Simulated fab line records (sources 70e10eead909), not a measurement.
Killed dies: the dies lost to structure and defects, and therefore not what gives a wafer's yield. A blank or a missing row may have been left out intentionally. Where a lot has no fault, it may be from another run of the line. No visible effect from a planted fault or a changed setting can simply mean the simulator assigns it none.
Struck lot and sound lot, side by side	flow nand_harc	14 steps out of a route of 1302
Sound: wafers L107.1, L107.2, L107.3. The struck wafers were L114.1, L114.2, L114.4. The cause is named last.
At each step with rows: each side's tool, then ch and its chambers, then its first start. Under that, the readings that differ: sound wafers	struck wafers	difference of the means	sigmas: that difference in standard deviations of wafers without a fault.
alike: readings whose means differ by less than 2 such deviations, and words and numbers that are the same on both sides. not compared: withheld readings, readings that some wafer has no value for, bounds like >300 that may hide the same value, and numbers for which the record gives no deviation and whose values overlap.
A row with sigmas, a row that says differs or no value, or rows on one side alone: a step with any of these is where the two part. Non-overlapping numbers with no deviation appear without sigmas and do not part them. A reading that every wafer of one side lacks parts them only if that side has two wafers or more.

NHARC_P_M2_DEP_33: deposits SiCN, target thk 30 nm.
  sound on pecvd-01 ch 0,1,2, day 10 01:50; struck on pecvd-01 ch 0,1,2, day 12 14:40
  alike: heater_power_w
  not compared: since_wet_clean_h
NHARC_P_BONDPAD_DEP_00: deposits SiCN, target thk 250 nm.
  sound on pecvd-03 ch 0,1,2, day 10 02:14; struck on pecvd-03 ch 1,2, day 12 15:02
  alike: heater_power_w
  not compared: since_wet_clean_h
NHARC_P_BONDPAD_CMP_32: polishes SiCN, target thk 200 nm.
  sound on cmp-04 ch 0,2,3, day 10 02:40; struck on cmp-01 ch 0,1,3, day 12 15:27
reading	sound	struck	difference	sigmas
motor_current_A (A)	12.0 14.9 13.3	10.5 9.9 10.8	-3.0	-2
NHARC_P_BONDPAD_THK_MEAS_33: measures by ellipsometry.
  sound: film_metro-02 at day 10 02:53; struck: film_metro-02 at day 12 15:42
  alike: thk_nm
then, 8 steps without rows for these wafers: NHARC_P_BONDPAD_SRD_34; NHARC_P_BONDPAD_DEHYDRATE_01 (time 120 s); NHARC_P_BONDPAD_HMDS_02 (time 30 s); NHARC_P_BONDPAD_COAT_36 (time 65 s); NHARC_P_BONDPAD_COAT_03 (resist thk 600 nm); NHARC_P_BONDPAD_SOFTBAKE_04 (time 70 s); NHARC_P_BONDPAD_EBR_05; NHARC_P_BONDPAD_EXPOSE_06 (exposes mask P BPAD).
NHARC_P_BONDPAD_PEB_07: peb time 80 s.
  sound on litho_track-07 ch 0, day 10 03:15; struck on litho_track-07, day 12 16:11
  no value came back on the struck wafers for chill_plate_temp_C (C), exhaust_pa (Pa), heater_power_total_W (W), peb_time_s (s); on the sound wafers chill_plate_temp_C (C) reads 23.26 23.24 23.19
then, 1 step without rows for these wafers: NHARC_P_BONDPAD_DEVELOP_08 (time 50 s).

WHERE THEY PART
First at NHARC_P_BONDPAD_CMP_32; last, within this record, at NHARC_P_BONDPAD_PEB_07.

WHY: whatever the simulator had introduced
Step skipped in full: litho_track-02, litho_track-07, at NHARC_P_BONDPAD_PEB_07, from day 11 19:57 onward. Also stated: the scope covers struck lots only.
